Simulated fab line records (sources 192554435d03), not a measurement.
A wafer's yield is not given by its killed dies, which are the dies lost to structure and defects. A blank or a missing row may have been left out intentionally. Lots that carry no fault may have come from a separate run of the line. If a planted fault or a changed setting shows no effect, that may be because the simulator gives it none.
fab line records -- flow n5_finfet
[record] lots = 7, wafers = 21, last_day = 18
route steps=1938 shown ILD0@341 SDB@347
lots that met no fault: taken from a fault-free run of the same line
start_h: hours from the record's opening day to when the first of the lot's shown wafers began -- wait_h: how many hours have passed since the lot's step before this one -- " as in the row above -- L1.1+2: a single row standing in for several wafers -- - either no value or no given start -- * or withheld: withheld -- < > ~ a bound
route shown NAME@n: a module of which the file shows steps, and the number in the route of the first -- usual: the fault-free wafers' mean and standard deviation -- same: alike in all rows -- chamber/n: place in a boat -- sites: each site's reading -- _std_site: the values' standard deviation -- _edge_site: outer sites' mean less inner sites' -- radius_mm: how far each site lies from the wafer's centre -- mask NAME#n: copy n -- behind: the most recent tool/chamber to have shaped the wafer -- hold: reason for holding the lot/hours on hold/outcome of the hold -- device: transistor that didn't switch, given as n, p or np -- end of line: at the end of the route, the tests of the same wafers -- a step without rows: its recipe alone -- killed: dies lost to structure and defects at the first sort, not the wafer's yield -- map: a wafer's dies, marking killed ones x, the rest . and places with no die _
set.NAME: the setting as run; set.NAME@STEP: as run at that earlier step -- model.NAME: the simulator's own value behind a step, which no gauge read
lots at some steps of the route; a table a step, a row a wafer
services: a tool's chamber out of use, with start hour (start_h, from the record's first day; less than 0 if before it), hours out, and reason
[[steps]]
[step N5_ILD0_THK_MEAS_08]
[usual] thk_nm = 138.9/1.1
lot.wafer,tool,chamber,start_h,wait_h,thk_nm
L925.3,film_metro-01,-,66.81,-,139.5
L925.4,film_metro-01,-,66.81,-,139.2
L925.5,film_metro-01,-,66.81,-,139.4
L930.2,film_metro-01,-,98.87,-,139.7
L930.3,film_metro-01,-,98.87,-,141.2
L930.6,film_metro-01,-,98.87,-,141.3
L934.2,film_metro-02,-,121.12,-,136.0
L934.4,film_metro-02,-,121.12,-,137.2
L934.5,film_metro-02,-,121.12,-,136.7
L942.1,film_metro-02,-,171.24,-,138.0
L942.3,film_metro-02,-,171.24,-,139.2
L942.5,film_metro-02,-,171.24,-,139.2
L943.3,film_metro-01,-,173.28,-,141.1
L943.4,film_metro-01,-,173.28,-,139.6
L943.6,film_metro-01,-,173.28,-,140.3
L944.3,film_metro-01,-,184.75,-,138.9
L944.4,film_metro-01,-,184.75,-,138.2
L944.5,film_metro-01,-,184.75,-,138.2
L947.1,film_metro-01,-,199.29,-,139.4
L947.3,film_metro-01,-,199.29,-,137.1
L947.5,film_metro-01,-,199.29,-,138.3
[step N5_ILD0_PRECLEAN_10]
[recipe] chemistry = NF3:NH3, afs_cycles = 5, time_s = 20, temp_c = 30, sublimation_temp_c = 180, sublimation_time_s = 60, pressure_torr = 3, rf_power_w = 30
[step N5_ILD0_ALD_15]
[recipe] material = SiNx, target_thk_a = 240, temp_c = 400, ald_precursor_family = SiH2I2, ald_co_reactant = N2/H2-plasma, pulse_time_s = 1, ald_cycles = 480, purge_time_s = 2, co_reactant_purge_time_s = 2, pressure_torr = 2
[usual] heater_power_w = 866/89, precursor_pulse_height_rel = 1.003/0.021
lot.wafer,tool,chamber,start_h,wait_h,heater_power_w,precursor_pulse_height_rel
L925.3,ald_sin-02,1,67.52,0.4,730,0.994
L925.4,ald_sin-02,0,67.52,0.4,870,1.014
L925.5,ald_sin-02,2,68.61,1.2,827,1.017
L930.2,ald_sin-01,0,99.73,0.6,941,0.998
L930.3,ald_sin-01,1,99.73,0.6,773,0.999
L930.6,ald_sin-01,0,100.82,1.3,923,1.009
L934.2,ald_sin-03,0,121.83,0.5,755,1.036
L934.4,ald_sin-03,1,121.83,0.5,998,0.997
L934.5,ald_sin-03,3,122.92,1.2,854,0.995
L942.1,ald_sin-02,0,171.97,0.6,793,0.986
L942.3,ald_sin-02,1,171.97,0.6,722,1.002
L942.5,ald_sin-02,0,173.06,1.2,821,0.999
L943.3,ald_sin-03,0,174.00,0.4,758,1.002
L943.4,ald_sin-03,3,175.08,1.3,839,1.010
L943.6,ald_sin-03,0,175.08,1.3,771,0.985
L944.3,ald_sin-03,3,185.70,0.5,846,0.975
L944.4,ald_sin-03,0,185.70,0.5,753,1.013
L944.5,ald_sin-03,0,186.78,1.3,768,0.989
L947.1,ald_sin-03,2,200.01,0.6,963,0.953
L947.3,ald_sin-03,1,200.01,0.6,992,1.025
L947.5,ald_sin-03,2,201.10,1.2,961,0.996
[step N5_ILD0_CMP_12]
[recipe] stop_on = poly-Si, material = SiNx, t_overpolish_s = 6, post_cmp_clean = alkaline_brush, down_force_psi = 2.5, platen_rpm = 51.8, pad_velocity_m_s = 1.0307, target_thk_nm = 17.67
[usual] motor_current_A = 8.6/0.79, overpolish_run_s = 5.999/0.0089, time_to_endpoint_s = 29/3
[same] t_overpolish_s = 6
lot.wafer,tool,chamber,start_h,wait_h,motor_current_A,overpolish_run_s,time_to_endpoint_s
L925.4,cmp-04,0,69.87,1.3,7.9,5.995,28
L925.3,cmp-04,1,69.87,1.3,7.8,5.995,25
L925.5,cmp-04,0,69.87,1.3,7.2,5.989,25
L930.2,cmp-02,0,101.97,1.2,8.2,5.988,28
L930.3,cmp-02,1,101.97,1.2,10.2,5.986,30
L930.6,cmp-02,3,101.97,1.2,8.6,6.001,27
L934.2,cmp-04,1,124.07,1.2,7.7,6.010,26
L934.4,cmp-04,3,124.07,1.2,9.7,6.001,32
L934.5,cmp-04,1,124.07,1.2,8.5,6.002,27
L942.3,cmp-04,1,174.17,1.1,8.2,5.984,25
L942.1,cmp-04,2,174.17,1.1,7.0,6.001,26
L942.5,cmp-04,2,174.17,1.1,7.3,6.005,28
L943.4,cmp-02,0,176.20,0.0,8.3,6.010,29
L943.3,cmp-02,1,176.20,0.0,9.7,5.998,27
L943.6,cmp-02,0,176.20,0.0,8.5,5.999,25
L944.3,cmp-03,3,187.90,1.1,9.0,5.996,31
L944.4,cmp-03,0,187.90,1.1,8.9,6.001,33
L944.5,cmp-03,0,187.90,1.1,8.9,5.994,34
L947.3,cmp-02,2,202.21,1.1,8.8,5.995,29
L947.1,cmp-02,0,202.21,1.1,8.1,6.006,28
L947.5,cmp-02,2,202.21,1.1,8.8,6.012,29
[step N5_ILD0_THK_MEAS_13]
[usual] thk_nm = 17.6/1.1
lot.wafer,tool,chamber,start_h,wait_h,thk_nm
L925.3,film_metro-02,-,70.13,-,16.7
L925.4,film_metro-02,-,70.13,-,16.9
L925.5,film_metro-02,-,70.13,-,15.6
L930.2,film_metro-02,-,102.23,-,18.7
L930.3,film_metro-02,-,102.23,-,18.4
L930.6,film_metro-02,-,102.23,-,17.3
L934.2,film_metro-01,-,124.33,-,16.0
L934.4,film_metro-01,-,124.33,-,17.4
L934.5,film_metro-01,-,124.33,-,15.6
L942.1,film_metro-02,-,174.47,-,16.4
L942.3,film_metro-02,-,174.47,-,16.0
L942.5,film_metro-02,-,174.47,-,17.1
L943.3,film_metro-01,-,176.49,-,17.4
L943.4,film_metro-01,-,176.49,-,16.6
L943.6,film_metro-01,-,176.49,-,17.4
L944.3,film_metro-02,-,188.19,-,17.6
L944.4,film_metro-02,-,188.19,-,17.7
L944.5,film_metro-02,-,188.19,-,18.6
L947.1,film_metro-02,-,202.51,-,18.2
L947.3,film_metro-02,-,202.51,-,17.4
L947.5,film_metro-02,-,202.51,-,17.8
[step N5_ILD0_INSPECT_06]
[recipe] inspect_instrument = darkfield, mode = post_cmp
[usual] raw_defect_count = 43/23
lot.wafer,tool,chamber,start_h,wait_h,raw_defect_count
L925.3,defect_inspect-01,-,70.15,0.0,80
L925.4,defect_inspect-01,-,70.15,0.0,61
L925.5,defect_inspect-01,-,70.15,0.0,39
L930.2,defect_inspect-02,-,102.26,0.0,57
L930.3,defect_inspect-02,-,102.26,0.0,50
L930.6,defect_inspect-02,-,102.26,0.0,16
L934.2,defect_inspect-01,-,124.36,0.0,30
L934.4,defect_inspect-01,-,124.36,0.0,35
L934.5,defect_inspect-01,-,124.36,0.0,23
L942.1,defect_inspect-02,-,174.49,0.0,32
L942.3,defect_inspect-02,-,174.49,0.0,18
L942.5,defect_inspect-02,-,174.49,0.0,40
L943.3,defect_inspect-01,-,176.52,0.0,34
L943.4,defect_inspect-01,-,176.52,0.0,44
L943.6,defect_inspect-01,-,176.52,0.0,43
L944.3,defect_inspect-01,-,188.22,0.0,32
L944.4,defect_inspect-01,-,188.22,0.0,57
L944.5,defect_inspect-01,-,188.22,0.0,45
L947.1,defect_inspect-02,-,202.53,0.0,84
L947.3,defect_inspect-02,-,202.53,0.0,82
L947.5,defect_inspect-02,-,202.53,0.0,80
[step N5_SDB_HM_DEP_00]
[recipe] material = SiNx, target_thk_a = 400, temp_c = 400, precursor = SiH4/NH3/N2, pressure_torr = 1.5, rf_w = 300, time_s = 35.3
[usual] heater_power_w = 764/70, rf_fwd_power_W = 297.3/1.1, showerhead_plenum_p_Torr = 5.13/0.053, throttle_valve_pct = 39.4/2
lot.wafer,tool,chamber,start_h,wait_h,heater_power_w,rf_fwd_power_W,showerhead_plenum_p_Torr,throttle_valve_pct
L925.3,pecvd-02,1,70.19,0.0,736,298.7,5.13,38.9
L925.4,pecvd-02,1,70.19,0.0,751,298.3,5.13,38.7
L925.5,pecvd-02,0,70.19,0.0,719,297.3,5.09,41.1
L930.2,pecvd-01,1,102.30,0.0,742,299.8,5.21,40.0
L930.3,pecvd-01,0,102.30,0.0,754,297.7,5.20,36.4
L930.6,pecvd-01,0,102.30,0.0,759,297.6,5.19,36.5
L934.2,pecvd-02,0,124.39,0.0,777,297.1,5.08,41.3
L934.4,pecvd-02,0,124.39,0.0,778,296.1,5.07,41.4
L934.5,pecvd-02,1,124.39,0.0,734,297.5,5.13,38.7
L942.1,pecvd-02,0,174.53,0.0,766,298.2,5.09,41.3
L942.3,pecvd-02,1,174.53,0.0,758,296.3,5.15,38.9
L942.5,pecvd-02,1,174.53,0.0,760,298.1,5.12,38.6
L943.3,pecvd-01,1,176.55,0.0,670,299.4,5.20,39.9
L943.4,pecvd-01,1,176.55,0.0,690,298.6,5.20,40.0
L943.6,pecvd-01,2,176.55,0.0,767,297.3,5.16,39.1
L944.3,pecvd-01,2,188.25,0.0,805,299.3,5.17,39.1
L944.4,pecvd-01,1,188.25,0.0,601,298.2,5.18,40.0
L944.5,pecvd-01,2,188.25,0.0,837,299.1,5.17,39.0
L947.1,pecvd-01,2,202.57,0.0,809,295.6,5.15,39.2
L947.3,pecvd-01,0,202.57,0.0,803,297.8,5.20,36.5
L947.5,pecvd-01,2,202.57,0.0,819,297.7,5.17,39.2
[step N5_SDB_COAT_03]
[recipe] resist = SOC, temp_c = 250, time_s = 60, spin_rpm = 1500, resist_thk_nm = 100
[step N5_SDB_COAT_04]
[recipe] resist = SiARC, temp_c = 220, time_s = 60, spin_rpm = 1500, resist_thk_nm = 18
[step N5_SDB_COAT_05]
[recipe] resist = CAR-ArF, spin_rpm = 1500, resist_thk_nm = 90
[step N5_SDB_EBR_07]
[recipe] solvent = PGMEA, ebr_width_mm = 1.5
[step N5_SDB_SOFTBAKE_06]
[recipe] temp_c = 110, time_s = 60, resist = CAR-ArF
[step N5_SDB_EXPOSE_08]
[recipe] mask_id = SDB, na = 1.35, source_shape = conventional, sigma_outer = 0.5, polarization = unpolarized, dose_mj = 49.6
[usual] exposure_dose_mJ_cm2 = 49.55/0.057, focus_offset_nm = -0.2/0.49
lot.wafer,tool,chamber,start_h,wait_h,mask,exposure_dose_mJ_cm2,focus_offset_nm
L925.3,arfi_scanner-02,0,70.40,-,SDB#0,49.66,-0.1
L925.4,arfi_scanner-02,0,70.40,-,SDB#0,49.64,0.1
L925.5,arfi_scanner-02,0,70.40,-,SDB#0,49.62,-0.6
L930.2,arfi_scanner-02,0,102.63,-,SDB#0,49.51,0.0
L930.3,arfi_scanner-02,0,102.63,-,SDB#0,49.53,0.0
L930.6,arfi_scanner-02,0,102.63,-,SDB#0,49.52,0.1
L934.2,arfi_scanner-02,0,124.60,-,SDB#0,49.54,-0.4
L934.4,arfi_scanner-02,0,124.60,-,SDB#0,49.54,-0.2
L934.5,arfi_scanner-02,0,124.60,-,SDB#0,49.63,-0.3
L942.1,arfi_scanner-01,-,174.73,-,SDB#0,-,-
L942.3,arfi_scanner-01,-,174.73,-,SDB#0,-,-
L942.5,arfi_scanner-01,-,174.73,-,SDB#0,-,-
L943.3,arfi_scanner-02,-,176.89,-,SDB#0,-,-
L943.4,arfi_scanner-02,-,176.89,-,SDB#0,-,-
L943.6,arfi_scanner-02,-,176.89,-,SDB#0,-,-
L944.3,arfi_scanner-03,-,188.59,-,SDB#0,-,-
L944.4,arfi_scanner-03,-,188.59,-,SDB#0,-,-
L944.5,arfi_scanner-03,-,188.59,-,SDB#0,-,-
L947.1,arfi_scanner-03,0,202.77,-,SDB#0,49.68,-0.9
L947.3,arfi_scanner-03,0,202.77,-,SDB#0,49.62,0.2
L947.5,arfi_scanner-03,0,202.77,-,SDB#0,49.67,-1.2
[step N5_SDB_PEB_09]
[recipe] peb_temp_c = withheld, peb_time_s = 60, resist = CAR-ArF
[[services]]
tool,chamber,start_h,hours,kind
ald_sin-03,1,44.20,2.4,repair
arfi_scanner-03,-,57.18,120.0,pm
arfi_scanner-02,-,57.38,1.0,pm
arfi_scanner-02,-,64.09,0.8,pm
cmp-04,-,71.18,1.7,repair
cmp-04,-,75.23,0.3,repair
ald_sin-02,-,87.15,14.0,pm
arfi_scanner-02,-,93.07,4.9,pm
ald_sin-02,-,101.15,6.1,pm
arfi_scanner-02,-,114.40,1.3,pm
cmp-04,-,118.06,4.0,pm
ald_sin-03,-,130.20,1.2,repair
cmp-02,-,132.74,11.8,pm
ald_sin-02,3,158.10,10.5,repair
pecvd-01,1,160.64,3.2,repair
pecvd-01,2,166.23,2.9,repair
ald_sin-03,1,166.43,8.9,repair
ald_sin-02,2,171.21,14.8,repair
cmp-04,-,175.32,3.3,pm
arfi_scanner-03,-,177.18,1.3,pm
arfi_scanner-03,-,178.48,0.8,pm
arfi_scanner-03,-,189.60,1.0,pm
arfi_scanner-03,-,193.59,1.3,pm
pecvd-02,2,202.45,4.4,repair
[[key]]
[first_sign] step = N5_SDB_EXPOSE_08, reading = tool_record, direction = missing
effect none on later readings
met_at N5_SDB_EXPOSE_08
struck_wafers L942.1,L942.3,L942.5,L943.3,L943.4,L943.6,L944.3,L944.4,L944.5
later_rows_left_out L942.1,L942.3,L942.5,L943.3,L943.4,L943.6,L944.3,L944.4,L944.5
sort_left_out L942.1,L942.3,L942.5,L943.3,L943.4,L943.6,L944.3,L944.4,L944.5
onset_between 124.60 174.73
[fault] kind = skipped_step_whole, tool = arfi_scanner-01,arfi_scanner-02,arfi_scanner-03, chamber = -, onset_h = 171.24, steps = N5_SDB_EXPOSE_08, scope = struck_lots_only
// sort_left_out: the simulated sort isn't trusted on such a fault, so these wafers' sort isn't shown, and their yield isn't known
// later_rows_left_out: the simulator's readings of these wafers behind a module that went badly wrong aren't trusted and aren't shown, but for the sort
